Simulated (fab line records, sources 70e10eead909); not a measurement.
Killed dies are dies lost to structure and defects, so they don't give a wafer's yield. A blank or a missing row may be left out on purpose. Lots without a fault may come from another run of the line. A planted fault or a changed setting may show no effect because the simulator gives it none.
A struck lot beside a sound one | flow nand_harc | 36 steps out of a route of 1302
Sound: wafers L815.1, L815.3, L815.6. Struck: wafer L825.2. (L825.1 of the same lot was not struck and is left out.) The cause comes at the end.
At each step with rows: each side's tool, then ch and its chambers, then its first start. Under that, the readings that differ: sound wafers | struck wafers | difference of the means | sigmas: that difference in standard deviations of wafers without a fault.
alike: readings whose means differ by less than 2 such deviations, and words and numbers that are the same on both sides. not compared: withheld readings, readings that some wafer has no value for, bounds like >300 that may hide the same value, and numbers for which the record gives no deviation and whose values overlap.
The two part at a step that has a row with sigmas, a row that says differs or no value, or rows on one side only. Numbers that don't overlap but have no deviation are shown without sigmas and don't part them. A reading that every wafer of one side lacks parts them only if that side has two wafers or more.

first, 2 steps without rows for these wafers: NHARC_A_SLIT_PRECLEAN_19 (cleans in SC1); NHARC_A_SLIT_SRD_20.
NHARC_A_SLIT_CD_MEAS_21:
  sound on cd_sem-03, day 23 17:23; struck on cd_sem-03, day 26 23:23
  alike: cd_nm
then, 3 steps without rows for these wafers: NHARC_A_SIN_REMOVE_WET_00 (chemistry H3PO4, time 15300 s); NHARC_A_SIN_REMOVE_PRECLEAN_01 (cleans in SC1); NHARC_A_SIN_REMOVE_SRD_02.
NHARC_A_SIN_REMOVE_INSPECT_04:
  sound on defect_inspect-02, day 23 23:58; struck on defect_inspect-01, day 27 05:16
  reading          | sound       | struck | difference | sigmas
  raw_defect_count | 309 297 287 | 509    | +211       | +3
then, 1 step without rows for these wafers: NHARC_A_WL_FILL_ALD_00 (deposits Al2O3, target thk 3 nm, pulse time 3 s, ald cycles 30).
NHARC_A_WL_FILL_RTA_01: time 5 s.
  sound on rtp_anneal-02 ch 0, day 24 00:30; struck on rtp_anneal-01 ch 0, day 27 05:36
  reading             | sound          | struck | difference | sigmas
  lamp_zone_5_pct (%) | 33.9 34.0 34.0 | 28.7   | -5.3       | -2
  alike: lamp_power_pct, lamp_zone_4_pct, lamp_zone_7_pct, wafer_temp_C_max
then, 1 step without rows for these wafers: NHARC_A_WL_FILL_ALD_02 (deposits TiN, target thk 2 nm, pulse time 3 s, ald cycles 100).
NHARC_A_WL_FILL_CVD_03: deposits W, target thk 40 nm, time 279 s.
  sound on cvd_w-02 ch 0,1, day 24 01:40; struck on cvd_w-01 ch 1, day 27 06:16
  reading                | sound       | struck | difference | sigmas
  throttle_valve_pct (%) | 7.6 7.7 7.5 | 8.4    | +0.8       | +3
  alike: heater_power_w
then, 7 steps without rows for these wafers: NHARC_A_WL_FILL_ETCHBACK_04 (etches the open film in NF3, target depth 60 nm, time 120 s); NHARC_A_WL_FILL_ETCHBACK_05 (etches the open film in Cl2/BCl3, target depth 22 nm, time 60 s); NHARC_A_WL_FILL_STRIP_27 (strips in N2/H2, time 20 s); NHARC_A_WL_FILL_STRIP_28 (strips in post etch residue remover, time 1200 s); NHARC_A_WL_FILL_PRECLEAN_06 (cleans in DIW, time 300 s); NHARC_A_WL_FILL_SRD_07; NHARC_A_WL_FILL_ANNEAL_08 (time 1800 s).
NHARC_A_WL_FILL_ALD_10: deposits SiO2, target thk 50 nm, pulse time 10 s, ald cycles 500.
  sound on ald_hk-03 ch 0,2,3, day 24 07:33; struck on ald_hk-04 ch 2, day 27 14:38
  alike: heater_power_w, precursor_pulse_height_rel
then, 1 step without rows for these wafers: NHARC_A_WL_FILL_ETCHBACK_16 (etches the open film in C4F8/O2/Ar, target depth 120 nm, time 24 s).
NHARC_A_WL_FILL_STRIP_29: strips in O2, time 20 s.
  sound on rie_diel-07 ch 0,2,3, day 24 12:15; struck on rie_diel-07 ch 3, day 27 19:26
  alike: drypump_motor_current_A, oes_product_au, rf_vpp_V, showerhead_plenum_p_Torr, throttle_valve_pct
  not compared: rf_hours_counter_h
NHARC_A_WL_FILL_ETCHBACK_17: etches the open film in Cl2/BCl3, target depth 4 nm, time 26.7 s.
  sound on rie_metal-02 ch 0,1, day 24 12:20; struck on rie_metal-01 ch 1, day 27 19:32
  alike: drypump_motor_current_A, he_backside_leak_sccm, oes_product_au
  not compared: rf_hours_counter_h
then, 7 steps without rows for these wafers: NHARC_A_WL_FILL_PRECLEAN_18 (cleans in dHF, time 30 s); NHARC_A_WL_FILL_SRD_21; NHARC_A_WL_FILL_CVD_23 (deposits poly-Si, target thk 40 nm, time 800 s); NHARC_A_WL_FILL_ETCHBACK_26 (etches the open film in HBr, target depth 52 nm, time 13.3 s); NHARC_A_WL_FILL_PRECLEAN_30 (cleans in dHF, time 10 s); NHARC_A_WL_FILL_SRD_14; NHARC_A_WL_FILL_ALD_19 (deposits TiN, target thk 2 nm, pulse time 3 s, ald cycles 100).
NHARC_A_WL_FILL_CVD_20: deposits W, target thk 100 nm, time 74 s.
  sound on cvd_w-02 ch 0,1; struck on cvd_w-01 ch 0
  reading            | sound       | struck | difference | sigmas
  heater_power_w (W) | 880 880 853 | 970    | +99        | +2
  alike: throttle_valve_pct
then, 2 steps without rows for these wafers: NHARC_A_WL_FILL_CMP_12 (polishes, t overpolish 30 s, target thk 100 nm); NHARC_A_WL_FILL_SRD_31.
NHARC_A_WL_FILL_INSPECT_15:
  sound on defect_inspect-01, day 24 18:43; struck on defect_inspect-01, day 28 01:49
  alike: raw_defect_count
then, 2 steps without rows for these wafers: NHARC_A_CONTACT_DEP_24 (deposits SiO2, target thk 500 nm); NHARC_A_CONTACT_DEP_28 (deposits aC, target thk 7000 nm).
-- the record jumps here: 3 days lie between the struck wafers' starts before and after (it left off in module A_CONTACT and takes up again in module END, whose first step shown is number 1302 of the route) --
NHARC_END_SORT_01:
  the record has rows for the struck wafers here (prober-01 ch 0, day 31 07:32) and none for the sound ones

WHERE THEY PART
First at NHARC_A_SIN_REMOVE_INSPECT_04; last, within this record, at NHARC_END_SORT_01.

WHY: what the simulator had put in
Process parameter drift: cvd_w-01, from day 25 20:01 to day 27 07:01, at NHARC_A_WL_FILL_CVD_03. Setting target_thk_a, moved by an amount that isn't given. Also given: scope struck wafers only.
